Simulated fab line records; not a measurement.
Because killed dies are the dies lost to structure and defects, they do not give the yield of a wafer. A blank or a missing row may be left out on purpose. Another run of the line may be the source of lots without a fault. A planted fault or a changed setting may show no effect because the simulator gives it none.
fab line records | flow n5Finfet
record lots=12 wafers=36 lastDay=19
route steps=1938 shown BEOL_M9@1449 BEOL_M10@1470 PASSIVATION@1936
lots with no fault: from the same line, run without faults
startH: hours from the record's opening day to when the first of the lot's shown wafers began | waitH: hours since the lot's step before | " identical to the entry in the row above | L1.1+2: a single row standing in for several wafers | - no value present, or no start provided | * or withheld: withheld | < > ~ a bound
route shown NAME@n: names a module that has steps shown in the file, with the first one's number in the route | usual: mean and standard deviation over wafers with no fault | same: alike in all rows | chamber/n: place in a boat | sites: each site's reading | _std_site: how widely they spread, as a standard deviation | _edge_site: inner sites' mean taken away from outer sites' mean | radiusMm: how far each site lies from the wafer's centre | mask NAME#n: copy n | behind: the most recent tool/chamber to have shaped the wafer | hold: why the lot was held/for how many hours/how that ended | device: which transistor (n, p or np) failed to switch | end of line: at the end of the route, the tests of the same wafers | a step without rows: its recipe alone | killed: not the wafer's yield, but the dies lost to structure and defects at the first sort | map: a wafer's dies, x killed, . not, _ none there
set.NAME: the run value of the setting; set.NAME@STEP: its run value at that earlier step | model.NAME: the simulator's own value behind a step, which no gauge read
steps of the route over a sample of lots; a table a step, a row a wafer
services: when a tool's chamber went out of use (startH, in hours from the record's first day, below 0 if earlier), for how many hours, and the reason
## steps
# step N5_BEOL_M9_OCD_MEAS_38
# usual trenchDepthNm=151.1/1.9
# columns lot.wafer tool chamber startH waitH trenchDepthNm
L449.1 ocd-02 - 240.93 - 150.5
L449.5 " - " " 147.9
L449.6 " - " " 151.6
L456.2 ocd-02 - 277.38 - 151.7
L456.4 " - " " 148.1
L456.5 " - " " 148.7
L458.1 ocd-02 - 310.91 - 153.2
L458.3 " - " " 152.5
L458.4 " - " " 147.4
L461.2 ocd-02 - 330.09 - 151.0
L461.5 " - " " 152.8
L461.6 " - " " 154.8
L463.1 ocd-02 - 362.58 - 151.8
L463.2 " - " " 152.9
L463.6 " - " " 150.0
L464.2 ocd-01 - 380.10 - 151.8
L464.4 " - " " 152.7
L464.6 " - " " 150.6
L468.2 ocd-01 - 381.28 - 152.4
L468.3 " - " " 150.8
L468.5 " - " " 149.9
L466.3 ocd-02 - 391.92 - 155.3
L466.4 " - " " 151.5
L466.5 " - " " 151.5
L467.1 ocd-01 - 391.98 - 151.2
L467.2 " - " " 147.7
L467.5 " - " " 150.2
L465.2 ocd-02 - 394.57 - 154.3
L465.4 " - " " 150.8
L465.6 " - " " 150.1
L469.1 ocd-02 - 394.85 - 150.2
L469.4 " - " " 151.9
L469.5 " - " " 151.8
L471.1 ocd-02 - 401.88 - 153.1
L471.4 " - " " 149.9
L471.6 " - " " 150.8
# step N5_BEOL_M10_ILD_DEP_00
# recipe material=SiCOH_lowk targetThkA=3085.1 tempC=300 precursor=DEMS/porogen pressureTorr=5 rfW=500 timeS=58
# usual heaterPowerW=309/44 showerheadPlenumPTorr=5.744/0.015 showerheadVppV=1353/70 throttleValvePct=13.6/0.75
# same timeS=58
# columns lot.wafer tool chamber startH waitH heaterPowerW showerheadPlenumPTorr showerheadVppV throttleValvePct
L449.1 pecvd-04 2 244.51 0.0 270 5.725 1301 13.3
L449.5 " 0 " " 301 5.735 1346 14.6
L449.6 " 2 " " 269 5.740 1295 13.2
L456.2 pecvd-04 1 280.24 0.0 361 5.753 1317 13.1
L456.4 " 0 " " 282 5.750 1360 14.8
L456.5 " 1 " " 365 5.779 1309 13.2
L458.1 pecvd-01 1 313.54 0.0 322 5.756 1316 14.0
L458.3 " 0 " " 266 5.713 1471 13.5
L458.4 " 2 " " 356 5.739 1290 12.8
L461.2 pecvd-03 0 334.71 0.0 341 5.758 1425 15.1
L461.5 " 0 " " 351 5.750 1420 15.2
L461.6 " 2 " " 327 5.747 1418 12.8
L463.1 pecvd-01 1 366.90 0.0 322 5.755 1314 14.5
L463.2 " 2 " " 350 5.754 1302 12.8
L463.6 " 0 " " 256 5.739 1451 13.3
L464.2 pecvd-04 1 383.70 0.0 323 5.770 1303 13.0
L464.4 " 2 " " 285 5.743 1287 13.6
L464.6 " 1 " " 337 5.769 1325 13.2
L468.2 pecvd-01 1 384.70 0.0 296 5.747 1308 14.0
L468.3 " 0 " " 265 5.712 1498 13.5
L468.5 " 0 " " 278 5.729 1494 13.2
L466.3 pecvd-03 1 395.36 0.0 436 5.739 1370 13.8
L466.4 " 2 " " 341 5.725 1418 12.8
L466.5 " 0 " " 395 5.743 1439 15.4
L467.1 pecvd-04 2 396.11 0.0 301 5.750 1282 13.4
L467.2 " 0 " " 313 5.744 1336 15.2
L467.5 " 2 " " 303 5.741 1283 13.4
L465.2 pecvd-01 0 397.29 0.0 230 5.726 1490 13.4
L465.4 " 2 " " 324 5.757 1297 12.6
L465.6 " 0 " " 231 5.737 1489 13.4
L469.1 pecvd-04 1 398.94 0.0 334 5.759 1302 13.0
L469.4 " 1 " " 334 5.761 1306 12.9
L469.5 " 0 " " 300 5.738 1351 14.9
L471.1 pecvd-04 1 404.93 0.0 309 5.774 1293 12.6
L471.4 " 1 " " 327 5.767 1329 12.9
L471.6 " 2 " " 249 5.752 1311 13.5
# step N5_BEOL_M10_THK_MEAS_01
# recipe reads=SiCOH_lowk_of_BEOL_M10_ILD_DEP_00
# usual M10_ILD_THK=267/3
# columns lot.wafer tool chamber startH waitH M10_ILD_THK[nm]
L449.1 filmMetro-01 - 245.18 0.4 266
L449.5 " - " " 271
L449.6 " - " " 272
L456.2 filmMetro-01 - 280.95 0.4 264
L456.4 " - " " 267
L456.5 " - " " 268
L458.1 filmMetro-02 - 314.13 0.4 267
L458.3 " - " " 267
L458.4 " - " " 267
L461.2 filmMetro-02 - 335.31 0.4 267
L461.5 " - " " 270
L461.6 " - " " 271
L463.1 filmMetro-01 - 367.49 0.4 265
L463.2 " - " " 267
L463.6 " - " " 270
L464.2 filmMetro-02 - 384.47 0.4 266
L464.4 " - " " 269
L464.6 " - " " 268
L468.2 filmMetro-01 - 385.38 0.4 263
L468.3 " - " " 267
L468.5 " - " " 270
L466.3 filmMetro-02 - 396.66 0.3 265
L466.4 " - " " 268
L466.5 " - " " 266
L467.1 filmMetro-01 - 397.14 0.4 262
L467.2 " - " " 263
L467.5 " - " " 267
L465.2 filmMetro-01 - 397.89 0.4 267
L465.4 " - " " 269
L465.6 " - " " 269
L469.1 filmMetro-02 - 399.53 0.4 266
L469.4 " - " " 271
L469.5 " - " " 267
L471.1 filmMetro-01 - 405.52 0.4 264
L471.4 " - " " 267
L471.6 " - " " 269
# step N5_BEOL_M10_COAT_59
# recipe resist=SOC tempC=250 timeS=60 spinRpm=1500 resistThkNm=100
# usual heaterPowerTotalW=500.7/1.8 plateTempC=249.95/0.17
# same timeS=60
# columns lot.wafer tool chamber startH waitH heaterPowerTotalW plateTempC
L449.1 lithoTrack-05 0 247.13 0.1 502.5 249.87
L449.5 " 0 " " 502.7 250.03
L449.6 " 0 " " 503.2 250.11
L456.2 lithoTrack-05 0 283.04 0.1 506.6 253.22
L456.4 " 0 " " 507.4 253.22
L456.5 " 0 " " 507.8 253.28
L458.1 lithoTrack-05 0 315.42 0.1 506.8 253.27
L458.3 " 0 " " 508.2 253.44
L458.4 " 0 " " 506.3 253.49
L461.2 lithoTrack-04 0 337.05 0.1 497.4 249.99
L461.5 " 0 " " 501.7 249.88
L461.6 " 0 " " 503.3 249.91
L463.1 lithoTrack-04 0 368.96 0.1 498.2 250.28
L463.2 " 0 " " 497.4 249.87
L463.6 " 0 " " 500.9 250.15
L464.2 lithoTrack-03 0 387.62 0.1 501.5 249.97
L464.4 " 0 " " 497.9 250.01
L464.6 " 0 " " 500.4 249.84
L468.2 lithoTrack-05 0 387.76 0.1 499.4 250.28
L468.3 " 0 " " 498.4 250.11
L468.5 " 0 " " 500.7 249.86
L466.3 lithoTrack-05 0 398.34 0.1 499.7 249.76
L466.4 " 0 " " 500.5 249.68
L466.5 " 0 " " 500.7 250.07
L467.1 lithoTrack-05 0 398.60 0.1 497.8 249.94
L467.2 " 0 " " 500.4 250.03
L467.5 " 0 " " 501.4 249.97
L465.2 lithoTrack-03 0 398.70 0.1 497.3 249.83
L465.4 " 0 " " 499.7 249.98
L465.6 " 0 " " 498.7 250.03
L469.1 lithoTrack-05 0 402.14 0.1 501.2 249.69
L469.4 " 0 " " 502.5 249.66
L469.5 " 0 " " 502.4 250.00
L471.1 lithoTrack-03 0 405.89 0.1 500.8 249.95
L471.4 " 0 " " 497.8 249.93
L471.6 " 0 " " 500.9 250.12
# step N5_PASSIVATION_PROBE_49
# usual defectLimitedYield=90.9/1.3 killed_at_M0_to_M3=36/11 killed_at_M4_up=13/5.1 killedAtContacts=14/4.9 killedAtFrontEnd=41/10 killedAtOther=3.4/2.6 killedDies=107/16 killedOpen=70/11 killedShort=36/7.8 sort_bin_5_function=5.4/0.84 sort_bin_6_memory=3.4/0.67 sort_bin_8_speed=0.00/0.0099 sortNPass=1073/16 sortYieldPct=90.9/1.3
# same grossDies=1180 killedAtBackSide=0 sort_bin_4_leakage[%]=0
# columns lot.wafer tool chamber startH waitH defectLimitedYield[%] killed_at_M0_to_M3 killed_at_M4_up killedAtContacts killedAtFrontEnd killedAtOther killedDies killedOpen killedShort sort_bin_5_function[%] sort_bin_6_memory[%] sort_bin_8_speed[%] sortNPass sortYieldPct[%]
L464.4 prober-01 - 451.31 0.2 94.7 21 7 10 25 0 63 43 19 3.1 2.1 0 1117 94.7
L464.6 prober-01 - 451.41 0.3 92.6 22 13 14 33 5 87 52 33 4.1 2.9 0 1093 92.6
L467.1 prober-01 - 461.03 0.0 91.1 36 15 8 42 4 105 67 36 5.3 3.1 0 1075 91.1
L466.3 prober-01 - 462.46 0.1 91.4 36 10 11 40 4 101 74 26 5.9 2.4 0 1079 91.4
L466.4 prober-01 - 462.51 0.2 90.3 48 7 15 42 3 115 79 34 5.3 4.1 0 1065 90.3
L466.5 prober-01 - 462.56 0.2 87.3 66 12 16 49 7 150 92 56 6.9 4.8 0 1030 87.3
L469.1 prober-02 - 465.10 0.2 91.6 45 10 8 35 1 99 63 34 4.9 3.4 0 1081 91.6
L469.4 prober-02 - 465.25 0.3 91.9 41 5 9 37 3 95 57 38 4.9 2.9 0 1085 91.9
L469.5 prober-02 - 465.30 0.4 90.1 60 7 21 29 0 117 86 31 6.7 2.8 0 1063 90.1
# killed by level:class
L464.4 MOL_CONTACT_COAG:geometricParticle:open=8 BEOL_M2:geometricParticle:open=8 FIN_SAQP:geometricParticle:short=6 FIN_SAQP:geometricParticle:open=5 BEOL_M3:geometricParticle:open=5 STI_FIN_REVEAL:geometricParticle:open=4 STARTING-WAFER:geometricParticle:short=3 GATE_CUT:geometricParticle:short=2
L464.6 MOL_CONTACT_COAG:geometricParticle:open=13 FIN_SAQP:geometricParticle:open=10 BEOL_M0_SAQP:geometricParticle:short=9 FIN_SAQP:geometricParticle:short=4 STI_FIN_REVEAL:geometricParticle:open=3 GATE_CUT:geometricParticle:short=3 BEOL_M0_SAQP:geometricParticle:open=3 BEOL_M1:geometricParticle:open=3
L467.1 STI_FIN_REVEAL:geometricParticle:open=12 BEOL_M0_SAQP:geometricParticle:short=10 MOL_CONTACT_COAG:geometricParticle:open=6 BEOL_M0_SAQP:geometricParticle:open=6 BEOL_M2:geometricParticle:open=6 DUMMY_GATE:geometricParticle:open=5 BEOL_M3:geometricParticle:open=5 BEOL_M4:geometricParticle:open=5
L466.3 BEOL_M0_SAQP:geometricParticle:open=12 STI_FIN_REVEAL:geometricParticle:open=10 FIN_SAQP:geometricParticle:open=8 DUMMY_GATE:geometricParticle:open=8 MOL_CONTACT_COAG:geometricParticle:open=8 BEOL_M2:geometricParticle:open=7 BEOL_M1:geometricParticle:open=6 FIN_SAQP:geometricParticle:short=5
L466.4 BEOL_M0_SAQP:geometricParticle:open=15 BEOL_M0_SAQP:geometricParticle:short=12 MOL_CONTACT_COAG:geometricParticle:open=10 STI_FIN_REVEAL:geometricParticle:open=9 FIN_SAQP:geometricParticle:open=8 DUMMY_GATE:geometricParticle:open=8 BEOL_M1:geometricParticle:open=8 BEOL_M2:geometricParticle:open=7
L466.5 FIN_SAQP:geometricParticle:open=16 BEOL_M0_SAQP:geometricParticle:short=16 BEOL_M0_SAQP:geometricParticle:open=14 BEOL_M2:geometricParticle:short=13 FIN_SAQP:geometricParticle:short=10 DUMMY_GATE:geometricParticle:open=10 MOL_CONTACT_COAG:geometricParticle:open=10 BEOL_M1:geometricParticle:open=9
L469.1 BEOL_M0_SAQP:geometricParticle:open=11 GATE_CUT:geometricParticle:short=10 BEOL_M2:geometricParticle:open=9 BEOL_M3:geometricParticle:open=8 BEOL_M0_SAQP:geometricParticle:short=6 STI_FIN_REVEAL:geometricParticle:open=5 MOL_CONTACT_COAG:geometricParticle:open=5 BEOL_M1:geometricParticle:open=5
L469.4 BEOL_M3:geometricParticle:open=12 FIN_SAQP:geometricParticle:short=8 BEOL_M0_SAQP:geometricParticle:open=8 BEOL_M0_SAQP:geometricParticle:short=8 GATE_CUT:geometricParticle:short=7 MOL_CONTACT_COAG:geometricParticle:open=7 STI_FIN_REVEAL:geometricParticle:open=6 FIN_SAQP:geometricParticle:open=4
L469.5 BEOL_M1:geometricParticle:open=17 MOL_CONTACT_COAG:geometricParticle:open=15 BEOL_M3:geometricParticle:open=15 BEOL_M0_SAQP:geometricParticle:open=10 GATE_CUT:geometricParticle:short=9 BEOL_M2:geometricParticle:open=8 GATE_CUT:geometricParticle:open=6 MOL_CONTACT_COAG:geometricParticle:short=6
## services
# columns tool chamber startH hours kind
pecvd-04 1 224.13 2.1 scheduledDown
pecvd-01 2 250.90 5.5 scheduledDown
pecvd-03 1 271.19 2.1 repair
pecvd-01 1 276.93 5.8 repair
pecvd-03 0 276.97 8.1 repair
pecvd-04 0 284.53 2.1 scheduledDown
pecvd-04 - 289.99 14.6 pm
pecvd-04 - 309.82 0.5 repair
pecvd-01 1 338.02 2.1 scheduledDown
pecvd-03 2 339.65 5.5 scheduledDown
pecvd-03 1 356.28 16.5 scheduledDown
pecvd-04 2 358.74 6.5 repair
pecvd-01 2 373.13 10.6 repair
lithoTrack-05 - 381.05 - consumableReplace:filter
lithoTrack-04 - 391.04 - consumableReplace:filter
## key
firstSign step=N5_BEOL_M10_COAT_59 reading=plateTempC direction=up sigmas=20 usual=* struck=*
effect step=N5_BEOL_M10_COAT_59 reading=heaterPowerTotalW direction=up sigmas=3.7 usual=* struck=*
metAt N5_BEOL_M10_COAT_59
struckLots L456,L458
notActingAt N5_BEOL_M9_OCD_MEAS_38,N5_BEOL_M10_ILD_DEP_00,N5_BEOL_M10_THK_MEAS_01
onsetBetween 247.13 283.04
fault kind=processParameterDrift tool=lithoTrack-05 chamber=- onsetH=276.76 steps=N5_BEOL_M10_COAT_59 channel=tempC offset=* shape=step endH=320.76 actsIn=* stated=*
